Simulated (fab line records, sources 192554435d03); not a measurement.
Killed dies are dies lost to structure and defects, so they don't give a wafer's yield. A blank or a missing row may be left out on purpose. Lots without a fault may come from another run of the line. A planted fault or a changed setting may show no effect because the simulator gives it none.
Which tool did it? | flow n5_finfet | 14 lots, 36 wafers sampled, at 6 steps of a route of 1938

WHAT THE GAUGES READ, wafer by wafer
N5_BEOL_M3_CD_MEAS_18: pitch 36 nm, target cd 18 nm. Usual: cd_nm 18.1 nm, standard deviation 0.43.
lot  | measured     | on        | cd_nm (nm)     | flag
L473 | day 6 20:30  | cd_sem-02 | 18.4 19.0 18.4 |
L474 | day 7 04:48  | cd_sem-01 | 18.8 17.5      |
L475 | day 7 14:04  | cd_sem-02 | 18.2 18.0      |
L476 | day 7 17:22  | cd_sem-01 | 18.5 18.6      |
L477 | day 7 20:47  | cd_sem-01 | 17.8 18.2 18.6 |
L478 | day 7 23:32  | cd_sem-02 | 17.3 17.7 18.6 |
L479 | day 8 15:43  | cd_sem-01 | 18.0 18.0 17.6 |
L480 | day 8 21:56  | cd_sem-02 | 18.3 18.3      |
L481 | day 9 02:58  | cd_sem-02 | 18.5 17.4      |
L485 | day 10 06:42 | cd_sem-03 | 17.9 17.8      |
L486 | day 10 10:28 | cd_sem-02 | 18.4 18.3 17.5 |
L494 | day 12 11:36 | cd_sem-01 | 17.6 18.1 17.4 |
L495 | day 12 17:19 | cd_sem-01 | - - -          | OFF
L496 | day 13 00:42 | cd_sem-03 | - - -          | OFF

N5_BEOL_M3_INSPECT_30: inspects for defects (brightfield). Usual: raw_defect_count 387, standard deviation 98.
lot  | measured     | on                | raw_defect_count | flag
L473 | day 6 21:02  | defect_inspect-01 | 421 363 380      |
L474 | day 7 05:20  | defect_inspect-01 | 363 376          |
L475 | day 7 14:39  | defect_inspect-01 | 335 327          |
L476 | day 7 17:55  | defect_inspect-02 | 470 414          |
L477 | day 7 21:11  | defect_inspect-01 | 351 340 316      |
L478 | day 8 00:04  | defect_inspect-02 | 254 362 364      |
L479 | day 8 16:16  | defect_inspect-02 | 219 360 293      |
L480 | day 8 22:20  | defect_inspect-01 | 266 312          |
L481 | day 9 03:30  | defect_inspect-02 | 441 512          |
L485 | day 10 07:07 | defect_inspect-01 | 579 521          |
L486 | day 10 11:00 | defect_inspect-01 | 291 307 305      |
L494 | day 12 12:08 | defect_inspect-02 | 316 334 470      |

N5_BEOL_M4_RC_MEAS_101. Usual: DIBL_N 37.5 mV/V, standard deviation 2; DIBL_P 37.5 mV/V, standard deviation 2.5; IOFF_N 0.18 nA/um, standard deviation 0.042; IOFF_P 0.24 nA/um, standard deviation 0.046; ION_N 677 uA/um, standard deviation 15; ION_P 464 uA/um, standard deviation 9.5; SS_N 72.0 mV/dec, standard deviation 0.76; SS_P 73.6 mV/dec, standard deviation 0.79; VT_N 249 mV, standard deviation 3.5; VT_P -249 mV, standard deviation 3.2.
lot  | measured     | on        | DIBL_N (mV/V)  | DIBL_P (mV/V)  | IOFF_N (nA/um) | IOFF_P (nA/um) | ION_N (uA/um) | ION_P (uA/um) | SS_N (mV/dec)  | SS_P (mV/dec)  | VT_N (mV)   | VT_P (mV)      | flag
L473 | day 7 17:21  | prober-01 | 40.3 36.7 37.4 | 39.7 36.9 37.3 | 0.25 0.16 0.16 | 0.27 0.23 0.23 | 677 686 690   | 458 473 473   | 73.5 71.2 72.0 | 73.8 72.4 73.4 | 245 248 250 | -249 -248 -247 |
L474 | day 8 02:11  | prober-02 | 37.0 38.1      | 38.6 39.7      | 0.17 0.18      | 0.23 0.26      | 691 667       | 466 458       | 72.8 72.8      | 74.1 74.7      | 247 251     | -251 -249      |
L475 | day 8 05:43  | prober-01 | 34.7 38.8      | 34.3 37.2      | 0.14 0.21      | 0.18 0.21      | 698 670       | 476 459       | 71.2 73.5      | 72.8 73.6      | 254 247     | -251 -253      |
L476 | day 8 13:19  | prober-01 | 36.9 37.5      | 37.5 39.2      | 0.16 0.18      | 0.20 0.23      | 657 670       | 451 455       | 72.8 72.1      | 73.8 74.4      | 251 249     | -256 -250      |
L477 | day 8 14:33  | prober-02 | 36.5 37.0 39.3 | 34.2 36.7 37.7 | 0.13 0.15 0.18 | 0.21 0.26 0.26 | 670 658 680   | 468 464 470   | 71.2 71.2 72.3 | 73.3 73.5 73.6 | 254 250 247 | -247 -248 -245 |
L478 | day 9 03:02  | prober-01 | 34.2 36.0 36.8 | 34.4 37.9 38.0 | 0.15 0.18 0.20 | 0.18 0.24 0.23 | 682 670 687   | 471 457 464   | 72.3 72.0 72.0 | 73.2 73.3 74.3 | 253 247 247 | -254 -249 -251 |
L479 | day 9 10:41  | prober-02 | 37.3 39.1 34.8 | 36.9 38.0 35.0 | 0.17 0.20 0.13 | 0.24 0.26 0.23 | 678 684 650   | 469 472 454   | 71.4 72.7 71.0 | 74.0 74.2 74.0 | 249 248 250 | -249 -247 -248 |
L480 | day 9 12:52  | prober-02 | 36.8 38.7      | 37.1 38.1      | 0.14 0.19      | 0.24 0.25      | 645 679       | 448 464       | 70.6 71.8      | 73.9 73.3      | 254 247     | -251 -249      |
L481 | day 10 00:06 | prober-02 | 34.7 42.7      | 33.6 45.1      | 0.12 0.30      | 0.16 0.38      | 657 694       | 454 473       | 70.5 73.4      | 71.5 75.7      | 257 243     | -252 -241      |
L485 | day 11 04:28 | prober-01 | 37.6 36.7      | 36.7 34.8      | 0.15 0.16      | 0.21 0.19      | 672 681       | 463 464       | 70.9 71.4      | 73.2 73.0      | 251 250     | -249 -248      |
L486 | day 11 07:12 | prober-02 | 39.4 39.2 34.6 | 39.6 39.9 34.0 | 0.22 0.21 0.14 | 0.23 0.25 0.17 | 676 680 663   | 457 460 448   | 72.2 72.6 71.4 | 74.0 74.8 72.7 | 248 247 252 | -252 -249 -254 |
L494 | day 13 06:29 | prober-02 | 39.4 37.3 37.4 | 38.3 34.9 36.5 | 0.23 0.18 0.18 | 0.24 0.19 0.20 | 708 685 693   | 470 465 467   | 72.3 71.6 72.1 | 74.6 72.8 73.8 | 244 248 247 | -249 -250 -251 |

WHICH TOOL RAN EACH LOT (tool, then ch and the chambers of the sampled wafers, then the start)
lot  | N5_BEOL_M2_PRE_CLEAN_60          | N5_BEOL_M3_HM_DEP_02         | N5_BEOL_M3_HM_OPEN_17
L473 | cvd_co-01 ch 0,2, day 6 18:05    | pvd_sputter-03, day 6 19:10  | rie_metal-02 ch 0,1, day 6 20:04
L474 | cvd_co-01 ch 1,2, day 7 02:36    | pvd_sputter-01, day 7 03:49  | rie_metal-01 ch 0, day 7 04:37
L475 | cvd_co-02 ch 0,2, day 7 11:52    | pvd_sputter-01, day 7 12:57  | rie_metal-03 ch 1, day 7 13:50
L476 | cvd_co-02 ch 0,2, day 7 14:06    | pvd_sputter-02, day 7 16:02  | rie_metal-01 ch 0,1, day 7 17:10
L477 | cvd_co-01 ch 0,1, day 7 17:08    | pvd_sputter-03, day 7 19:38  | rie_metal-02 ch 1, day 7 20:31
L478 | cvd_co-01 ch 0,1,2, day 7 21:20  | pvd_sputter-02, day 7 22:28  | rie_metal-02 ch 0,1, day 7 23:21
L479 | cvd_co-02 ch 0,1,2, day 8 12:19  | pvd_sputter-03, day 8 14:44  | rie_metal-02 ch 0,1, day 8 15:32
L480 | cvd_co-02 ch 0, day 8 18:43      | pvd_sputter-01, day 8 20:59  | rie_metal-03 ch 0,1, day 8 21:45
L481 | cvd_co-01 ch 0,1, day 9 00:55    | pvd_sputter-03, day 9 02:01  | rie_metal-02 ch 0,1, day 9 02:47
L485 | cvd_co-01 ch 0,1, day 10 04:29   | pvd_sputter-01, day 10 05:38 | rie_metal-01 ch 0,1, day 10 06:31
L486 | cvd_co-01 ch 0,1,2, day 10 08:19 | pvd_sputter-02, day 10 09:26 | rie_metal-02 ch 1, day 10 10:11
L494 | cvd_co-01 ch 0,1,2, day 12 10:08 | pvd_sputter-02, day 12 10:40 | rie_metal-02 ch 0, day 12 11:25
L495 | cvd_co-01 ch 0,2, day 12 15:14   | pvd_sputter-02, day 12 16:12 | rie_metal-02 ch 0,1, day 12 17:08
L496 | cvd_co-01 ch 0,1,2, day 12 22:53 | pvd_sputter-01, day 12 23:46 | rie_metal-02 ch 0,1, day 13 00:31
- N5_BEOL_M2_PRE_CLEAN_60: time 15 s.
- N5_BEOL_M3_HM_DEP_02: deposits TiN, target thk 20 nm.
- N5_BEOL_M3_HM_OPEN_17: chemistry Cl2/BCl3, target TiN, target depth 20 nm, overetch 6 nm.

WHAT THE TOOLS THEMSELVES READ (means of the sampled wafers that have a number; where no wafer has one, the mark that the record gives instead)
N5_BEOL_M2_PRE_CLEAN_60. Usual: heater_power_w 88 W, standard deviation 17.
lot  | tool      | heater_power_w (W) | flag
L473 | cvd_co-01 | 72                 |
L474 | cvd_co-01 | 96                 |
L475 | cvd_co-02 | 85                 |
L476 | cvd_co-02 | 87                 |
L477 | cvd_co-01 | 93                 |
L478 | cvd_co-01 | 86                 |
L479 | cvd_co-02 | 88                 |
L480 | cvd_co-02 | 74                 |
L481 | cvd_co-01 | 88                 |
L485 | cvd_co-01 | 90                 |
L486 | cvd_co-01 | 87                 |
L494 | cvd_co-01 | 88                 |
L495 | cvd_co-01 | 72                 |
L496 | cvd_co-01 | 87                 |

N5_BEOL_M3_HM_DEP_02. Usual: throttle_valve_pct 29.9 %, standard deviation 0.7.
lot  | tool           | throttle_valve_pct (%) | flag
L473 | pvd_sputter-03 | 29.4                   |
L474 | pvd_sputter-01 | 29.6                   |
L475 | pvd_sputter-01 | 29.2                   |
L476 | pvd_sputter-02 | 29.1                   |
L477 | pvd_sputter-03 | 30.2                   |
L478 | pvd_sputter-02 | 29.1                   |
L479 | pvd_sputter-03 | 29.6                   |
L480 | pvd_sputter-01 | 29.8                   |
L481 | pvd_sputter-03 | 30.4                   |
L485 | pvd_sputter-01 | 30.4                   |
L486 | pvd_sputter-02 | 29.7                   |
L494 | pvd_sputter-02 | 28.9                   |
L495 | pvd_sputter-02 | 30.1                   |
L496 | pvd_sputter-01 | 29.8                   |

N5_BEOL_M3_HM_OPEN_17. Usual: bcl3_flow_sccm 21.76 sccm, standard deviation 0.058; bias_w 126.0 W, standard deviation 0.4; drypump_motor_current_A 5.8 A, standard deviation 0.56; oes_product_au 0.66 a.u., standard deviation 0.081; throttle_valve_pct 21.93 %, standard deviation 0.25.
lot  | tool         | bcl3_flow_sccm (sccm) | bias_w (W) | drypump_motor_current_A (A) | oes_product_au (a.u.) | throttle_valve_pct (%) | flag
L473 | rie_metal-02 | 21.76                 | 126.4      | 5.9                         | 0.68                  | 21.80                  |
L474 | rie_metal-01 | 21.75                 | 125.7      | 5.2                         | 0.69                  | 22.31                  |
L475 | rie_metal-03 | 21.84                 | 126.0      | 4.8                         | 0.78                  | 22.21                  |
L476 | rie_metal-01 | 21.76                 | 125.9      | 5.7                         | 0.66                  | 22.02                  |
L477 | rie_metal-02 | 21.78                 | 125.4      | 5.5                         | 0.75                  | 21.69                  |
L478 | rie_metal-02 | 21.73                 | 126.2      | 6.2                         | 0.61                  | 21.90                  |
L479 | rie_metal-02 | 21.73                 | 126.3      | 6.2                         | 0.60                  | 21.90                  |
L480 | rie_metal-03 | 21.68                 | 125.8      | 5.3                         | 0.67                  | 22.13                  |
L481 | rie_metal-02 | 21.69                 | 126.0      | 6.0                         | 0.63                  | 21.84                  |
L485 | rie_metal-01 | 21.72                 | 126.2      | 5.7                         | 0.65                  | 22.06                  |
L486 | rie_metal-02 | 21.75                 | 125.9      | 5.5                         | 0.72                  | 21.71                  |
L494 | rie_metal-02 | 21.80                 | 125.9      | 6.6                         | 0.78                  | 21.70                  |
L495 | rie_metal-02 | -                     | -          | -                           | -                     | -                      | OFF
L496 | rie_metal-02 | -                     | -          | -                           | -                     | -                      | OFF

THE ANSWER, worked out from the rows above alone
Rule: a lot is off if the mean of its wafers that have a number lies more than 3 standard deviations from the usual mean. A lot without any number at a reading at which 4 lots or more have one is off too. The other lots that the step has rows for count as sound. The gauges are gone through in route order, then the tools' own readings, and for those a lot's mean is taken as printed above. The first step at which some lot is off is used, and at that step the reading that is off furthest; a lot without a number counts as furthest.
Off: L495, L496, at N5_BEOL_M3_CD_MEAS_18 (cd_nm). Without a number there: L495, L496.
A tool fits if, at a process step before that reading, it ran every lot that is off, and no sound lot after the first of them. The gauges at N5_BEOL_M3_CD_MEAS_18 aren't tried: what is off there is off at N5_BEOL_M3_HM_OPEN_17 too, on other tools, and a gauge's error can't cause that. Can't be told from this: 2 tools fit, cvd_co-01 at N5_BEOL_M2_PRE_CLEAN_60, rie_metal-02 at N5_BEOL_M3_HM_OPEN_17.

WHAT THE SIMULATOR HAD PUT IN
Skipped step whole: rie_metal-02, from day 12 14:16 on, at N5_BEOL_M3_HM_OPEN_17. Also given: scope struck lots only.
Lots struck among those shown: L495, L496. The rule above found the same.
